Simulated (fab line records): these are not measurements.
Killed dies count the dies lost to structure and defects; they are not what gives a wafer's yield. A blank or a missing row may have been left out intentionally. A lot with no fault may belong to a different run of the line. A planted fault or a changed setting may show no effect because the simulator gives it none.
Matching of chambers :: flow n5-finfet :: N5_BEOL_M12_DEP_53 on pecvd-02: 3 sister chambers
The step deposits SiCN from 3MS/NH3, target thk 30 nm, time 10.5 s. 3 wafers are shown with their chamber, then 10 later ones without.

## WAFERS PAIRED WITH THEIR CHAMBERS
wafer: L091.5
chamber: 0
showerhead-vpp-V (V): 1533

wafer: L092.1
chamber: 1
showerhead-vpp-V (V): 1605

wafer: L092.2
chamber: 2
showerhead-vpp-V (V): 1667

## WAFERS MISSING THEIR CHAMBER
wafer: L092.6
showerhead-vpp-V (V): 1556

wafer: L093.1
showerhead-vpp-V (V): 1550

wafer: L093.4
showerhead-vpp-V (V): 1659

wafer: L093.5
showerhead-vpp-V (V): 1530

wafer: L096.2
showerhead-vpp-V (V): 1634

wafer: L096.3
showerhead-vpp-V (V): 1660

wafer: L096.5
showerhead-vpp-V (V): 1666

wafer: L095.1
showerhead-vpp-V (V): 1656

wafer: L095.2
showerhead-vpp-V (V): 1616

wafer: L095.4
showerhead-vpp-V (V): 1636

## THE CHAMBER EACH PASSED THROUGH
wafer: L092.6
from the rows above: can't be placed: 0 or 1
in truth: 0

wafer: L093.1
from the rows above: 0
in truth: 0

wafer: L093.4
from the rows above: 2
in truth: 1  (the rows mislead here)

wafer: L093.5
from the rows above: 0
in truth: 0

wafer: L096.2
from the rows above: can't be placed: 1 or 2
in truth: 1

wafer: L096.3
from the rows above: 2
in truth: 2

wafer: L096.5
from the rows above: 2
in truth: 2

wafer: L095.1
from the rows above: 2
in truth: 2

wafer: L095.2
from the rows above: 1
in truth: 1

wafer: L095.4
from the rows above: can't be placed: 1 or 2
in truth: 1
Correctly placed: 6 of 10. Unplaceable from these rows: 3, with the true chamber sitting among the candidates in 3. Wrongly placed: 1.
How it was worked out, from the rows above alone: a wafer's distance from a chamber is the root of the sum, over the readings, of the square of ((its reading less the chamber's mean) divided by the reading's scatter). If the next closest chamber is less than 2 further off than the closest, the wafer can't be placed; otherwise it belongs to the closest. For every chamber, the mean is computed from those of its wafers that are shown. The scatter: with one shown wafer a chamber, the root of the mean of the squares of how far each hidden wafer lies from its nearest shown one.
